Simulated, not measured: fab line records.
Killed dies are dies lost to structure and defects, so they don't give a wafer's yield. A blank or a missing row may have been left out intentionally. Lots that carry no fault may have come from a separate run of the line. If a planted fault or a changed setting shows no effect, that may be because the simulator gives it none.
fab line records ; flow n5Finfet
[record] lots = 14; wafers = 37; lastDay = 18
route steps=1938 shown HKMG_FIN@457 MIM_BOT_ETCH@1868 PAD_METAL@1894 PASSIVATION@1906
lots that met no fault: from a run of the same line without faults
startH: start of the lot's first displayed wafer, in hours after the record's first day ; waitH: hours from the lot's prior step to this one ; " identical to the entry in the row above ; L1.1+2: several wafers, shown together as one row ; - value missing, or start not given ; * or withheld: withheld ; < > ~ a bound
route shown NAME@n: a module of which the file shows steps, and the number in the route of the first ; usual: the fault-free wafers' mean and standard deviation ; same: alike in all rows ; chamber/n: place in a boat ; sites: the reading at each site ; _std_site: how widely they spread, as a standard deviation ; _edge_site: the outer-site mean with the inner-site mean subtracted ; radiusMm: for every site, how far away it sits from the centre of the wafer ; mask NAME#n: copy n ; behind: tool/chamber where the wafer was last shaped ; hold: why the lot was held/for how many hours/how that ended ; device: transistor that didn't switch, given as n, p or np ; end of line: the tests these same wafers got at the end of their route ; a step given without rows: its recipe and nothing more ; killed: count of dies lost to structure and defects at first sort (not the wafer's yield) ; map: dies across one wafer; x = killed, . = not, _ = none there
set.NAME: the run value of the setting; set.NAME@STEP: its run value at that earlier step ; model.NAME: the simulator's own value behind a step, which no gauge read
route steps across a sampled set of lots; one table per step, one row per wafer
services: from which hour (startH, from the record's first day; less than 0 if before it) a tool's chamber was out of use, for how many hours, and why
[[steps]]
[step N5_HKMG_FIN_ALD_72]
[recipe] material = W; targetThkA = 20; tempC = 300; pressureTorr = 7.5; aldPrecursorFamily = WF6; aldCoReactant = B2H6; pulseTimeS = 1; purgeTimeS = 2; coReactantPurgeTimeS = 2; coReactantPulseTimeS = 3; aldCycles = 7
[usual] heaterPowerW = 505/59; precursorPulseHeightRel = 0.998/0.022
lot.wafer;tool;chamber;startH;waitH;heaterPowerW;precursorPulseHeightRel
L176.3;cvdW-02;1;84.43;0.2;587;1.018
L176.4;cvdW-02;1;84.43;0.2;596;1.007
L176.6;cvdW-02;1;84.43;0.2;586;1.027
L177.1;cvdW-01;0;92.00;0.2;474;0.997
L177.2;cvdW-01;1;92.00;0.2;436;0.991
L177.6;cvdW-01;0;92.00;0.2;485;1.010
L178.3;cvdW-01;1;97.22;0.2;448;0.965
L178.4;cvdW-01;0;97.22;0.2;480;0.993
L178.5;cvdW-01;1;97.22;0.2;442;0.992
L179.1;cvdW-02;1;102.77;0.2;596;1.009
L179.4;cvdW-02;0;102.77;0.2;473;1.008
L180.1;cvdW-01;1;108.75;0.2;442;1.024
L180.6;cvdW-01;0;108.75;0.2;476;0.995
L181.1;cvdW-02;0;113.99;0.2;484;1.026
L181.6;cvdW-02;0;113.99;0.2;479;1.036
L182.4;cvdW-02;0;124.63;0.2;479;0.972
L182.6;cvdW-02;1;124.63;0.2;590;1.008
L183.2;cvdW-01;0;130.66;0.2;484;0.997
L183.4;cvdW-01;1;130.66;0.2;439;1.002
L183.5;cvdW-01;0;130.66;0.2;472;0.999
L184.2;cvdW-01;0;133.79;0.2;474;0.978
L184.3;cvdW-01;0;133.79;0.2;490;1.010
L184.4;cvdW-01;1;133.79;0.2;448;1.006
L187.1;cvdW-02;0;150.06;0.2;475;1.046
L187.6;cvdW-02;1;150.06;0.2;588;0.994
L188.3;cvdW-01;1;157.54;0.2;452;1.017
L188.4;cvdW-01;0;157.54;0.2;490;0.990
L188.6;cvdW-01;0;157.54;0.2;478;1.018
L192.4;cvdW-01;0;180.21;0.2;487;1.007
L192.5;cvdW-01;1;180.21;0.2;440;0.990
L192.6;cvdW-01;0;180.21;0.2;477;1.016
L196.4;cvdW-01;1;209.82;0.2;442;0.991
L196.5;cvdW-01;1;209.82;0.2;432;1.043
L196.6;cvdW-01;0;209.82;0.2;475;0.981
L197.3;cvdW-01;0;210.26;0.2;477;0.980
L197.5;cvdW-01;1;210.26;0.2;445;1.008
L197.6;cvdW-01;0;210.26;0.2;483;1.000
[step N5_MIM_BOT_ETCH_ETCH_00]
[recipe] chemistry = Cl2/BCl3; target = TiN; targetDepthA = 455; ionEnergyEv = 150; pressureMtorr = 10; icpW = 1000; biasW = 126; Cl2_flow_sccm = 53.25; bcl3FlowSccm = 21.75; Ar_flow_sccm = 25
[usual] drypumpMotorCurrentA = 5.3/0.57; oesProductAu = 0.77/0.074; throttleValvePct = 21.99/0.13
lot.wafer;tool;chamber;startH;waitH;drypumpMotorCurrentA;oesProductAu;rfHoursCounterH;throttleValvePct
L177.1;rieMetal-02;1;287.22;0.1;4.7;0.72;53;22.01
L177.2;rieMetal-02;0;287.22;0.1;5.8;0.92;4;21.81
L177.6;rieMetal-02;0;287.22;0.1;5.8;0.92;-;21.81
L176.3;rieMetal-02;0;288.13;0.1;5.8;0.92;-;21.82
L176.4;rieMetal-02;1;288.13;0.1;4.7;0.71;-;22.01
L176.6;rieMetal-02;0;288.13;0.1;5.8;0.91;-;21.82
L179.1;rieMetal-01;1;291.72;0.1;4.9;0.80;39;21.96
L179.4;rieMetal-01;1;291.72;0.1;4.9;0.80;-;21.96
L178.3;rieMetal-03;1;291.92;0.1;4.9;0.73;-;22.20
L178.4;rieMetal-03;0;291.92;0.1;5.5;0.78;-;21.89
L178.5;rieMetal-03;0;291.92;0.1;5.5;0.78;-;21.89
L181.1;rieMetal-02;0;308.91;0.1;5.8;0.89;6;21.82
L181.6;rieMetal-02;1;308.91;0.1;4.7;0.72;-;22.00
L182.4;rieMetal-02;1;311.29;0.1;4.7;0.71;-;22.03
L182.6;rieMetal-02;1;311.29;0.1;4.7;0.70;-;22.03
L180.1;rieMetal-01;0;316.16;0.1;6.3;0.71;83;22.12
L180.6;rieMetal-01;1;316.16;0.1;4.9;0.80;-;21.95
L184.2;rieMetal-03;0;332.47;0.1;5.4;0.77;47;21.89
L184.3;rieMetal-03;1;332.47;0.1;4.9;0.72;-;22.23
L184.4;rieMetal-03;0;332.47;0.1;5.5;0.77;-;21.92
L183.2;rieMetal-02;0;333.36;0.1;5.8;0.88;8;21.80
L183.4;rieMetal-02;0;333.36;0.1;5.8;0.88;-;21.84
L183.5;rieMetal-02;1;333.36;0.1;4.7;0.71;-;22.02
L187.1;rieMetal-01;0;339.35;0.1;6.3;0.70;84;22.14
L187.6;rieMetal-01;1;339.35;0.1;4.8;0.79;-;21.97
L188.3;rieMetal-02;0;379.26;0.1;5.8;0.85;-;21.83
L188.4;rieMetal-02;1;379.26;0.1;4.7;0.70;-;22.03
L188.6;rieMetal-02;0;379.26;0.1;5.8;0.85;-;21.84
L192.4;rieMetal-02;0;392.55;0.1;5.8;0.85;-;21.84
L192.5;rieMetal-02;0;392.55;0.1;5.8;0.84;-;21.85
L192.6;rieMetal-02;1;392.55;0.1;4.7;0.69;-;22.04
L196.4;rieMetal-03;1;420.89;0.1;4.9;0.69;-;22.23
L196.5;rieMetal-03;0;420.89;0.1;5.4;0.74;-;21.95
L196.6;rieMetal-03;1;420.89;0.1;4.9;0.70;-;22.24
L197.3;rieMetal-03;1;434.14;0.1;4.9;0.70;-;22.23
L197.5;rieMetal-03;0;434.14;0.1;5.5;0.73;-;21.93
L197.6;rieMetal-03;1;434.14;0.1;4.8;0.69;-;22.27
[step N5_PASSIVATION_PRE_CLEAN_19]
[recipe] gas = H2/He; timeS = *; tempC = *
[usual] heaterPowerW = 461/46
lot.wafer;tool;chamber;startH;waitH;heaterPowerW
L177.1;pvdSputter-02;-;289.67;0.0;477
L177.2;pvdSputter-02;-;289.67;0.0;448
L177.6;pvdSputter-02;-;289.67;0.0;460
L176.3;pvdSputter-01;-;290.48;0.0;453
L176.4;pvdSputter-01;-;290.48;0.0;409
L176.6;pvdSputter-01;-;290.48;0.0;516
L179.1;pvdSputter-03;-;293.99;0.0;475
L179.4;pvdSputter-03;-;293.99;0.0;416
L178.3;pvdSputter-02;-;294.46;0.0;441
L178.4;pvdSputter-02;-;294.46;0.0;505
L178.5;pvdSputter-02;-;294.46;0.0;514
L181.1;pvdSputter-03;-;311.63;0.0;372
L181.6;pvdSputter-03;-;311.63;0.0;456
L182.4;pvdSputter-03;-;314.09;0.0;490
L182.6;pvdSputter-03;-;314.09;0.0;497
L180.1;pvdSputter-01;-;319.52;0.0;421
L180.6;pvdSputter-01;-;319.52;0.0;433
L183.2;pvdSputter-01;-;338.41;0.0;468
L183.4;pvdSputter-01;-;338.41;0.0;461
L183.5;pvdSputter-01;-;338.41;0.0;424
L184.2;pvdSputter-01;-;338.75;0.0;470
L184.3;pvdSputter-01;-;338.75;0.0;502
L184.4;pvdSputter-01;-;338.75;0.0;490
L187.1;pvdSputter-01;-;341.81;0.0;447
L187.6;pvdSputter-01;-;341.81;0.0;492
L188.3;pvdSputter-02;-;383.39;0.0;438
L188.4;pvdSputter-02;-;383.39;0.0;490
L188.6;pvdSputter-02;-;383.39;0.0;441
L192.4;pvdSputter-01;-;397.20;0.0;457
L192.5;pvdSputter-01;-;397.20;0.0;433
L192.6;pvdSputter-01;-;397.20;0.0;465
L196.4;pvdSputter-02;-;423.04;0.0;482
L196.5;pvdSputter-02;-;423.04;0.0;497
L196.6;pvdSputter-02;-;423.04;0.0;476
L197.3;pvdSputter-03;-;436.97;0.0;462
L197.5;pvdSputter-03;-;436.97;0.0;464
L197.6;pvdSputter-03;-;436.97;0.0;494
[step N5_PASSIVATION_OVL_MEAS_63]
[recipe] pointsPerWafer = 44
[usual] PAD_OVL = 1/6.3
[same] pointsPerWafer = 44
lot.wafer;tool;chamber;startH;waitH;PAD_OVL[nm]
L177.1;overlay-02;0;290.45;0.0;3
L177.2;overlay-02;0;290.45;0.0;-5
L177.6;overlay-02;0;290.45;0.0;-4
L176.3;overlay-01;0;291.25;0.0;-1
L176.4;overlay-01;0;291.25;0.0;-4
L176.6;overlay-01;0;291.25;0.0;-2
L179.1;overlay-01;0;294.63;0.0;4
L179.4;overlay-01;0;294.63;0.0;8
L178.3;overlay-02;0;295.10;0.0;-3
L178.4;overlay-02;0;295.10;0.0;2
L178.5;overlay-02;0;295.10;0.0;-3
L181.1;overlay-02;0;312.40;0.0;4
L181.6;overlay-02;0;312.40;0.0;-2
L182.4;overlay-02;0;314.74;0.0;0
L182.6;overlay-02;0;314.74;0.0;-4
L180.1;overlay-02;0;320.29;0.0;9
L180.6;overlay-02;0;320.29;0.0;7
L183.2;overlay-01;0;339.05;0.0;-6
L183.4;overlay-01;0;339.05;0.0;3
L183.5;overlay-01;0;339.05;0.0;1
L184.2;overlay-01;0;339.39;0.0;4
L184.3;overlay-01;0;339.39;0.0;4
L184.4;overlay-01;0;339.39;0.0;-1
L187.1;overlay-01;0;342.45;0.0;-2
L187.6;overlay-01;0;342.45;0.0;2
L188.3;overlay-02;0;384.17;0.0;13
L188.4;overlay-02;0;384.17;0.0;13
L188.6;overlay-02;0;384.17;0.0;11
L192.4;overlay-01;0;397.84;0.0;-2
L192.5;overlay-01;0;397.84;0.0;-3
L192.6;overlay-01;0;397.84;0.0;-10
L196.4;overlay-01;0;423.68;0.0;1
L196.5;overlay-01;0;423.68;0.0;-2
L196.6;overlay-01;0;423.68;0.0;0
L197.3;overlay-01;0;437.74;0.0;4
L197.5;overlay-01;0;437.74;0.0;9
L197.6;overlay-01;0;437.74;0.0;5
[step N5_PASSIVATION_PROBE_49]
[usual] killed_at_M0_to_M3 = 34/11; killed_at_M4_up = 14/5.6; killedAtContacts = 13/5.9; killedAtFrontEnd = 40/11; killedAtOther = 4/3.1; killedDies = 105/16; killedOpen = 68/11; killedShort = 34/8.4
[same] grossDies = 1180; killedAtBackSide = 0
lot.wafer;tool;chamber;startH;waitH;killed_at_M0_to_M3;killed_at_M4_up;killedAtContacts;killedAtFrontEnd;killedAtOther;killedDies;killedOpen;killedShort
L187.1;prober-01;-;347.38;0.0;21;15;7;36;11;90;60;29
L187.6;prober-01;-;347.63;0.3;38;12;11;50;10;121;69;40
L188.3;prober-01;-;389.35;0.1;33;18;18;53;1;123;81;38
L188.4;prober-01;-;389.40;0.2;38;15;12;29;6;100;69;31
L188.6;prober-01;-;389.50;0.3;34;14;6;40;1;95;57;37
L192.4;prober-01;-;402.88;0.2;23;13;13;138;0;187;43;25
L192.5;prober-01;-;402.93;0.2;36;16;11;128;4;195;74;37
L192.6;prober-01;-;402.98;0.3;21;26;13;172;5;237;75;37
L196.4;prober-02;-;430.08;1.6;24;21;22;141;2;210;82;36
L196.5;prober-02;-;430.13;1.6;41;17;8;109;2;177;68;23
L196.6;prober-02;-;430.18;1.7;28;27;7;162;3;227;76;23
L197.3;prober-01;-;442.74;0.1;18;6;22;171;8;225;69;24
L197.5;prober-01;-;442.84;0.2;27;11;12;128;5;183;66;27
L197.6;prober-01;-;442.89;0.3;32;8;16;174;8;238;76;29
// killed by level:class
L187.1 STI_FIN_REVEAL:geometricParticle:open=9 MOL_CONTACT_COAG:geometricParticle:open=7 BEOL_M0_SAQP:geometricParticle:short=6 BEOL_M5:geometricParticle:open=6 BEOL_M2:geometricParticle:open=6 GATE_CUT:geometricParticle:open=5 BEOL_M0_SAQP:geometricParticle:open=5 PAD_METAL:geometricParticle:open=5
L187.6 FIN_SAQP:geometricParticle:short=12 BEOL_M1:geometricParticle:open=10 MOL_CONTACT_COAG:geometricParticle:open=9 BEOL_M0_SAQP:geometricParticle:short=7 BEOL_M2:geometricParticle:open=6 STARTING-WAFER:geometricParticle:open=6 HKMG_FIN:areaEtch=6 FIN_SAQP:geometricParticle:open=5
L188.3 MOL_CONTACT_COAG:geometricParticle:open=15 BEOL_M1:geometricParticle:open=12 STI_FIN_REVEAL:geometricParticle:open=11 FIN_SAQP:geometricParticle:short=8 DUMMY_GATE:geometricParticle:open=8 BEOL_M0_SAQP:geometricParticle:open=5 BEOL_M4:geometricParticle:open=5 BEOL_M2:geometricParticle:open=5
L188.4 MOL_CONTACT_COAG:geometricParticle:open=12 BEOL_M0_SAQP:geometricParticle:short=9 DUMMY_GATE:geometricParticle:open=8 BEOL_M0_SAQP:geometricParticle:open=8 BEOL_M0:geometricParticle:open=6 BEOL_M4:geometricParticle:open=6 FIN_SAQP:geometricParticle:short=5 BEOL_M1:geometricParticle:open=4
L188.6 FIN_SAQP:geometricParticle:short=20 FIN_SAQP:geometricParticle:open=7 BEOL_M0_SAQP:geometricParticle:short=7 BEOL_M1:geometricParticle:open=7 BEOL_M4:geometricParticle:open=7 STI_FIN_REVEAL:geometricParticle:open=6 MOL_CONTACT_COAG:geometricParticle:open=6 BEOL_M0_SAQP:geometricParticle:open=6
L192.4 HKMG_FIN:unspecified=118 MOL_CONTACT_COAG:geometricParticle:open=11 BEOL_M0_SAQP:geometricParticle:short=7 BEOL_M0_SAQP:geometricParticle:open=5 STI_FIN_REVEAL:geometricParticle:open=4 BEOL_M0:geometricParticle:open=4 BEOL_M4:geometricParticle:open=4 FIN_SAQP:geometricParticle:short=3
L192.5 HKMG_FIN:unspecified=84 FIN_SAQP:geometricParticle:open=15 BEOL_M1:geometricParticle:open=14 MOL_CONTACT_COAG:geometricParticle:open=9 BEOL_M0_SAQP:geometricParticle:open=8 FIN_SAQP:geometricParticle:short=6 STI_FIN_REVEAL:geometricParticle:open=6 BEOL_M1:geometricParticle:short=6
L192.6 HKMG_FIN:unspecified=119 STI_FIN_REVEAL:geometricParticle:open=12 BEOL_M4:geometricParticle:open=10 MOL_CONTACT_COAG:geometricParticle:open=10 BEOL_M5:geometricParticle:open=9 FIN_SAQP:geometricParticle:short=8 FIN_SAQP:geometricParticle:open=8 GATE_CUT:geometricParticle:short=6
L196.4 HKMG_FIN:unspecified=92 MOL_CONTACT_COAG:geometricParticle:open=15 FIN_SAQP:geometricParticle:open=13 STI_FIN_REVEAL:geometricParticle:open=11 BEOL_M4:geometricParticle:open=11 BEOL_M0_SAQP:geometricParticle:open=8 MOL_CONTACT_COAG:geometricParticle:short=7 BEOL_M0_SAQP:geometricParticle:short=5
L196.5 HKMG_FIN:unspecified=86 BEOL_M3:geometricParticle:open=12 FIN_SAQP:geometricParticle:open=9 BEOL_M0_SAQP:geometricParticle:open=8 BEOL_M0_SAQP:geometricParticle:short=7 BEOL_M2:geometricParticle:open=6 MOL_CONTACT_COAG:geometricParticle:open=5 BEOL_M4:geometricParticle:open=5
L196.6 HKMG_FIN:unspecified=126 BEOL_M4:geometricParticle:open=17 STI_FIN_REVEAL:geometricParticle:open=16 BEOL_M3:geometricParticle:open=7 MOL_CONTACT_COAG:geometricParticle:open=6 FIN_SAQP:geometricParticle:open=5 BEOL_M0_SAQP:geometricParticle:short=5 ILD0:geometricParticle:open=4
L197.3 HKMG_FIN:unspecified=125 MOL_CONTACT_COAG:geometricParticle:open=18 STI_FIN_REVEAL:geometricParticle:open=13 FIN_SAQP:geometricParticle:open=7 STI_FIN_REVEAL:geometricParticle:short=6 DUMMY_GATE:geometricParticle:open=5 HKMG_FIN:areaEtch=5 FIN_SAQP:geometricParticle:short=4
L197.5 HKMG_FIN:unspecified=88 STI_FIN_REVEAL:geometricParticle:open=13 MOL_CONTACT_COAG:geometricParticle:open=11 BEOL_M4:geometricParticle:open=8 FIN_SAQP:geometricParticle:short=7 BEOL_M2:geometricParticle:open=7 BEOL_M0_SAQP:geometricParticle:short=6 ILD0:geometricParticle:short=4
L197.6 HKMG_FIN:unspecified=127 STI_FIN_REVEAL:geometricParticle:open=13 MOL_CONTACT_COAG:geometricParticle:open=11 DUMMY_GATE:geometricParticle:open=7 BEOL_M0_SAQP:geometricParticle:open=7 BEOL_M1:geometricParticle:open=6 BEOL_M2:geometricParticle:open=6 HKMG_FIN:areaEtch=6
[[services]]
tool;chamber;startH;hours;kind
cvdW-02;0;72.63;20.9;repair
pvdSputter-03;-;77.30;0.9;repair
pvdSputter-03;-;80.86;11.1;repair
cvdW-01;-;88.48;0.9;repair
rieMetal-03;1;94.94;8.2;repair
rieMetal-03;1;103.40;16.7;repair
cvdW-01;-;130.96;1.2;repair
pvdSputter-03;-;138.10;13.5;repair
cvdW-02;0;141.70;5.5;repair
pvdSputter-02;-;177.90;0.7;repair
cvdW-01;-;198.50;6.9;pm
cvdW-02;-;208.16;3.4;repair
rieMetal-02;0;226.48;-;clean
rieMetal-02;0;226.48;27.3;scheduledDown
rieMetal-02;0;226.48;27.3;ventCycle
rieMetal-01;1;240.63;35.6;repair
rieMetal-03;-;246.78;0.1;repair
rieMetal-01;0;262.04;7.6;repair
cvdW-02;-;318.00;14.0;pm
cvdW-02;-;332.00;2.8;pm
rieMetal-03;-;343.60;1.9;repair
pvdSputter-02;-;395.62;10.8;repair
pvdSputter-02;-;412.18;8.4;repair
pvdSputter-03;-;416.51;1.7;repair
[[key]]
[firstSign] step = N5_PASSIVATION_PROBE_49; reading = killedAtFrontEnd; direction = up; sigmas = 9.7; usual = 40; struck = 147
[effect] step = N5_PASSIVATION_PROBE_49; reading = killedDies; direction = up; sigmas = 6.4; usual = 105; struck = 209
[moreKillsBornAt] N5_HKMG_FIN_ALD_72@cvdW-01 = 965
metAt N5_HKMG_FIN_ALD_72
struckLots L192,L196,L197
testerLeftOut L192,L196,L197
notActingAt N5_MIM_BOT_ETCH_ETCH_00,N5_PASSIVATION_PRE_CLEAN_19,N5_PASSIVATION_OVL_MEAS_63
onsetBetween 157.54 180.21
alsoFits time
[fault] kind = chamberParticleSource; tool = cvdW-01; chamber = -; onsetH = 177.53; steps = N5_HKMG_FIN_ALD_72; ratePerVisitCm2 = 0.87234; endH = 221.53
// testerLeftOut: of these lots the tester's yield and bins aren't shown, on N5 and GAA mostly nor the transistor test; their killed dies are dies lost to structure and defects alone, not to doping, threshold or leakage, so they don't give the yield
